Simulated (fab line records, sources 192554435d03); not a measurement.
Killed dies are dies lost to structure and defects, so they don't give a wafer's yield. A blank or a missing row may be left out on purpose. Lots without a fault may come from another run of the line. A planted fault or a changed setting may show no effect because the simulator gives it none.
A struck lot beside a sound one | flow n5_finfet | 14 steps out of a route of 1938
Sound: wafers L742.3, L742.5, L742.6. Struck: wafer L747.3. (L747.4, L747.5 of the same lot were not struck and are left out.) The cause comes at the end.
At each step with rows: each side's tool, then ch and its chambers, then its first start. Under that, the readings that differ: sound wafers | struck wafers | difference of the means | sigmas: that difference in standard deviations of wafers without a fault.
alike: readings whose means differ by less than 2 such deviations, and words and numbers that are the same on both sides. not compared: withheld readings, readings that some wafer has no value for, bounds like >300 that may hide the same value, and numbers for which the record gives no deviation and whose values overlap.
The two part at a step that has a row with sigmas, a row that says differs or no value, or rows on one side only. Numbers that don't overlap but have no deviation are shown without sigmas and don't part them. A reading that every wafer of one side lacks parts them only if that side has two wafers or more.

first, 6 steps without rows for these wafers: N5_MIM_BOT_LITHO_EBR_04; N5_MIM_BOT_LITHO_SOFTBAKE_03 (time 90 s); N5_MIM_BOT_LITHO_EXPOSE_05 (exposes mask MIM BOT); N5_MIM_BOT_LITHO_PEB_06; N5_MIM_BOT_LITHO_DEVELOP_07 (develop time 60 s); N5_MIM_BOT_LITHO_HARDBAKE_09 (time 120 s).
N5_MIM_BOT_LITHO_CD_MEAS_08: target cd 3000 nm.
  sound on cd_sem-03 ch 0, day 12 10:07; struck on cd_sem-01 ch 0, day 13 13:19
  alike: cd_nm
N5_MIM_BOT_LITHO_OVL_MEAS_11:
  sound on overlay-01 ch 0, day 12 10:08; struck on overlay-01 ch 0, day 13 13:21
  alike: MIM_BOT_OVL
N5_MIM_BOT_LITHO_INSPECT_12: inspects for defects (macro).
  sound on defect_inspect-01, day 12 10:10; struck on defect_inspect-01, day 13 13:22
  alike: raw_defect_count
N5_MIM_BOT_LITHO_DESCUM_10: chemistry O2, time 7.9 s.
  sound on rie_diel-04 ch 0,2,3, day 12 10:12; struck on rie_diel-01 ch 0, day 13 13:25
  alike: bias_power_w, drypump_motor_current_A, oes_product_au, rf_vpp_V, showerhead_plenum_p_Torr, throttle_valve_pct
  not compared: rf_hours_counter_h
N5_MIM_BOT_ETCH_ETCH_04: etches SiNx in CF4/O2, target depth 26 nm, time 13 s.
  sound on rie_diel-04 ch 0,2,3, day 12 10:16; struck on rie_diel-01 ch 0, day 13 13:28
  alike: O2_flow_sccm, bias_w, drypump_motor_current_A, oes_product_au, rf_vpp_V, showerhead_plenum_p_Torr, throttle_valve_pct
  not compared: rf_hours_counter_h
N5_MIM_BOT_ETCH_ETCH_03: etches the open film in Cl2/BCl3, target depth 12 nm.
  sound on rie_metal-03 ch 0,1, day 12 10:23; struck on rie_metal-03 ch 1, day 13 13:35
  alike: bias_w, drypump_motor_current_A, oes_product_au, throttle_valve_pct
  not compared: rf_hours_counter_h
N5_MIM_BOT_ETCH_ETCH_00: etches TiN in Cl2/BCl3, target depth 45.5 nm.
  sound on rie_metal-03 ch 0,1, day 12 10:29; struck on rie_metal-03 ch 1, day 13 13:41
  reading                  | sound             | struck | difference | sigmas
  bias_w (W)               | 125.9 125.9 125.8 | 118.5  | -7.4       | -19
  model.etch.depth_nm (nm) | 46.49 45.92 46.55 | 45.45  | -0.87      |
  alike: drypump_motor_current_A, oes_product_au, throttle_valve_pct
  not compared: rf_hours_counter_h
N5_MIM_BOT_ETCH_STRIP_01: strips in O2.
  sound on rie_diel-04 ch 0,1,2, day 12 10:35; struck on rie_diel-01 ch 1, day 13 13:47
  alike: drypump_motor_current_A, oes_product_au, rf_vpp_V, showerhead_plenum_p_Torr, throttle_valve_pct
  not compared: rf_hours_counter_h

WHERE THEY PART
Only at N5_MIM_BOT_ETCH_ETCH_00, within this record. Later steps at which nothing parts them and some readings are alike: N5_MIM_BOT_ETCH_STRIP_01.

WHY: what the simulator had put in
Process parameter drift: rie_metal-03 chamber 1, from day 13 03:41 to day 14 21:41, at N5_MIM_BOT_ETCH_ETCH_00. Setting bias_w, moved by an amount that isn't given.
